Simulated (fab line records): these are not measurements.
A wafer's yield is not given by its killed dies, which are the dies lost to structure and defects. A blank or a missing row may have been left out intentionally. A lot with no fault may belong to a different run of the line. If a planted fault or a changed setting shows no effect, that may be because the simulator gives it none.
A single fault, viewed from 3 desks / flow n5 finfet / every desk sees just its own numbers, and what lay behind them comes last

## TOOL OWNER'S DESK, rie si-03
The tool's own readings at N5_FIN_CUT_CUT_ETCH_28 (etches Si in HBr/Cl2/O2, target depth 6 nm, time 2.4 s): means of the sampled wafers that have a number, for each lot that ran on this tool. Marked OUT: a lot whose mean sits more than 4 standard deviations from the usual mean, which makes it out of limits; the brackets give that distance.
Columns: A = drypump motor current A at N5_FIN_CUT_CUT_ETCH_28, usual 5.6 A; B = oes product au at N5_FIN_CUT_CUT_ETCH_28, usual 0.994 a.u.; C = throttle valve pct at N5_FIN_CUT_CUT_ETCH_28, usual 37.0 %
lot=L799; first seen here=day 3 05:32; A=5.3; B=0.993; C=36.8
lot=L805; first seen here=day 4 18:06; A=5.6; B=1.005; C=37.2
lot=L807; first seen here=day 5 06:31; A=5.4; B=0.990; C=37.0
lot=L810; first seen here=day 5 22:11; A=5.4; B=0.989; C=37.0
Finding of this desk: none of the 4 lots has anything out of limits.

## AT THE METROLOGY DESK
Means of the sampled wafers that have a number, per lot and without regard to the tool the lot ran on: this is what the gauges read. Marked OUT: a lot whose mean sits more than 4 standard deviations from the usual mean, which makes it out of limits; the brackets give that distance. Of its 10 readings 7 are shown: those that lie furthest out on some lot.
Columns: A = DIBL_N at N5_BEOL_M4_RC_MEAS_101, usual 35.7 mV/V; B = DIBL_P at N5_BEOL_M4_RC_MEAS_101, usual 35.4 mV/V; C = IOFF_N at N5_BEOL_M4_RC_MEAS_101, usual 0.152 nA/um; D = ION_P at N5_BEOL_M4_RC_MEAS_101, usual 461 uA/um; E = SS_N at N5_BEOL_M4_RC_MEAS_101, usual 71.4 mV/dec; F = VT_N at N5_BEOL_M4_RC_MEAS_101, usual 251 mV; G = VT_P at N5_BEOL_M4_RC_MEAS_101, usual -251 mV
lot=L799; first seen here=day 8 23:05; A=36.2; B=37.2; C=0.178; D=461; E=71.4; F=250; G=-254
lot=L805; first seen here=day 10 11:11; A=35.5; B=35.7; C=0.142; D=469; E=71.5; F=252; G=-248
lot=L807; first seen here=day 11 00:00; A=36.2; B=35.2; C=0.154; D=447; E=71.9; F=252; G=-256
lot=L808; first seen here=day 11 01:29; A=35.9; B=35.6; C=0.143; D=454; E=71.4; F=253; G=-254
lot=L810; first seen here=day 11 16:14; A=37.1; B=36.2; C=0.167; D=454; E=71.9; F=249; G=-253
lot=L818; first seen here=day 14 06:38; A=32.8; B=31.6; C=0.101; D=462; E=70.5; F=257; G=-252
Finding of this desk: none of the 6 lots has anything out of limits.

## THE DEFECT DESK
For each lot, the counts of the inspections along the route, averaged over the sampled wafers that have a number. Marked OUT: a lot whose mean sits more than 4 standard deviations from the usual mean, which makes it out of limits; the brackets give that distance.
Columns: A = raw defect count at N5_FIN_CUT_INSPECT_10, usual 39
lot=L799; first seen here=day 3 04:43; A=35
lot=L805; first seen here=day 4 17:12; A=33
lot=L807; first seen here=day 5 05:47; A=48
lot=L808; first seen here=day 5 08:56; A=34
lot=L810; first seen here=day 5 21:28; A=44
lot=L818; first seen here=day 8 00:14; A=46
Finding of this desk: none of the 6 lots has anything out of limits.

## ALL TOGETHER
The desk of the tool owner found nothing out of limits.
Nothing out of limits was seen by the metrology desk.
No out-of-limits result turned up at the defect desk.

## WHAT THE SIMULATOR HAD PUT IN
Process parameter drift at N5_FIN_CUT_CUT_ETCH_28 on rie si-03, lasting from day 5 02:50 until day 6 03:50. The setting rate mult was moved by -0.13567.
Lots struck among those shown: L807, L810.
